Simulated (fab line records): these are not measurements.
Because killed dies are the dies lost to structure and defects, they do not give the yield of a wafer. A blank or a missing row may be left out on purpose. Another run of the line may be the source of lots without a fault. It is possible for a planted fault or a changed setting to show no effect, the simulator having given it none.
The tool behind it: which one?	flow n5-finfet	24 lots, 72 wafers sampled, at 2 steps of a route of 1938

## WHAT EACH GAUGE READ, for each wafer
N5_DUMMY_GATE_CD_MEAS_24: the cd target is 15 nm. Usual: 14.7 nm for cd-nm, sd 0.51.
lot	measured	on	cd-nm (nm)	flag
L074	day 3 01:32	cd-sem-01	14.7 14.4 14.1	
L075	day 3 07:10	cd-sem-02	14.6 15.4 14.0	
L076	day 3 12:08	cd-sem-03	15.6 15.3 15.0	
L077	day 3 17:08	cd-sem-03	14.4 15.2 14.9	
L078	day 4 03:43	cd-sem-02	14.7 14.3 14.6	
L079	day 4 05:35	cd-sem-01	14.2 14.0 14.5	
L080	day 4 23:04	cd-sem-01	15.6 15.4 15.3	
L081	day 4 18:38	cd-sem-02	15.2 14.9 14.9	
L082	day 5 00:26	cd-sem-03	15.2 15.2 14.3	
L083	day 5 09:28	cd-sem-03	14.4 14.7 13.5	
L084	day 5 14:14	cd-sem-02	14.8 15.6 15.4	
L085	day 5 18:52	cd-sem-02	14.9 14.6 14.8	
L086	day 6 02:46	cd-sem-01	14.3 13.9 14.6	
L087	day 6 05:46	cd-sem-01	14.2 15.2 14.5	
L088	day 6 11:18	cd-sem-01	15.1 15.1 15.3	
L089	day 6 17:47	cd-sem-03	13.9 15.1 15.1	
L090	day 6 22:28	cd-sem-03	14.7 16.0 14.0	
L091	day 7 09:41	cd-sem-03	14.0 14.4 14.7	
L092	day 7 14:19	cd-sem-01	15.3 15.0 15.3	
L093	day 7 17:46	cd-sem-01	14.6 13.6 14.8	
L094	day 7 22:07	cd-sem-02	14.5 14.9 14.2	
L095	day 8 03:29	cd-sem-01	14.1 14.7 14.5	
L096	day 8 12:58	cd-sem-03	14.3 14.8 14.4	
L097	day 8 19:33	cd-sem-03	14.7 14.6 14.5	

## WHAT TOOL EACH LOT RAN ON (gives the tool, then ch and the chambers of the sampled wafers, and finally the start)
lot	N5_FIN_CUT_CUT_ETCH_28
L074	rie-si-06 ch 2,3, day 2 06:15
L075	rie-si-01 ch 2,3, day 2 12:07
L076	rie-si-06 ch 0,3, day 2 17:25
L077	rie-si-01 ch 1,3, day 2 21:46
L078	rie-si-01 ch 0,2,3, day 3 08:05
L079	rie-si-04 ch 0,1,3, day 3 09:41
L080	rie-si-04 ch 0,1,3, day 3 23:32
L081	rie-si-06 ch 1,2, day 3 23:35
L082	rie-si-04 ch 0,2,3, day 4 03:25
L083	rie-si-06 ch 0,1,3, day 4 13:12
L084	rie-si-06 ch 0,1, day 4 17:55
L085	rie-si-04 ch 0,3, day 4 23:32
L086	rie-si-06 ch 0,3, day 5 06:46
L087	rie-si-04 ch 0,2,3, day 5 10:49
L088	rie-si-04 ch 1,2, day 5 15:13
L089	rie-si-06 ch 1,2, day 5 22:31
L090	rie-si-06 ch 0,3, day 6 03:18
L091	rie-si-06 ch 0,2, day 6 12:43
L092	rie-si-01 ch 0,1,3, day 6 17:30
L093	rie-si-01 ch 1,2, day 6 21:46
L094	rie-si-04 ch 0,1, day 7 03:35
L095	rie-si-06 ch 0,1, day 7 08:54
L096	rie-si-01 ch 0,1,3, day 7 15:30
L097	rie-si-06 ch 0,1, day 7 22:35
- N5_FIN_CUT_CUT_ETCH_28: etches Si in HBr/Cl2/O2, target depth 6 nm, time 2.4 s.

## WHAT THE TOOLS THEMSELVES READ (means of the sampled wafers that have a number; where no wafer has one, the mark that the record gives instead)
N5_FIN_CUT_CUT_ETCH_28. Usual: HBr_flow_sccm 150.0 sccm, standard deviation 0.46; drypump-motor-current-A 5.7 A, standard deviation 0.38; oes-product-au 1.002 a.u., standard deviation 0.015; throttle-valve-pct 37.3 %, standard deviation 0.33.
lot	tool	HBr_flow_sccm (sccm)	drypump-motor-current-A (A)	oes-product-au (a.u.)	throttle-valve-pct (%)	flag
L074	rie-si-06	150.1	5.4	0.984	37.2	
L075	rie-si-01	149.6	5.5	1.019	36.8	
L076	rie-si-06	149.8	5.7	0.981	37.2	
L077	rie-si-01	150.4	5.6	1.021	36.6	
L078	rie-si-01	149.7	6.0	1.010	37.2	
L079	rie-si-04	150.5	5.6	1.005	37.2	
L080	rie-si-04	150.8	5.6	1.000	37.3	
L081	rie-si-06	149.9	5.6	1.006	37.6	
L082	rie-si-04	149.9	5.7	1.006	37.1	
L083	rie-si-06	150.0	5.6	0.991	37.3	
L084	rie-si-06	149.9	5.8	1.003	37.4	
L085	rie-si-04	149.5	5.8	0.996	37.0	
L086	rie-si-06	150.0	5.7	0.983	37.2	
L087	rie-si-04	149.9	5.7	0.999	37.1	
L088	rie-si-04	150.3	5.1	1.011	37.5	
L089	rie-si-06	149.8	5.6	1.011	37.5	
L090	rie-si-06	149.1	5.7	0.986	37.2	
L091	rie-si-06	149.6	5.8	1.002	37.4	
L092	rie-si-01	149.9	5.9	1.012	37.0	
L093	rie-si-01	150.0	5.8	1.008	37.1	
L094	rie-si-04	149.7	5.4	1.002	37.2	
L095	rie-si-06	150.1	5.7	0.999	37.5	
L096	rie-si-01	149.6	5.9	1.013	37.0	
L097	rie-si-06	150.1	5.7	1.006	37.5	

## THE ANSWER, worked out from the rows above alone
Rule: take the mean of a lot's wafers that have a number; if it is more than 3 standard deviations from the usual mean, the lot is off. Also off: a lot with no number at a reading for which 4 or more lots have one. Any other lot the step has rows for is counted as sound. First the gauges in route order, then the tools' own readings, where a lot's mean is used as printed above. The first step at which some lot is off is used, and at that step the reading that is off furthest; a lot without a number counts as furthest.
No lot is off on any of the readings shown, so nothing can be concluded from this.

## WHAT THE SIMULATOR HAD INSERTED
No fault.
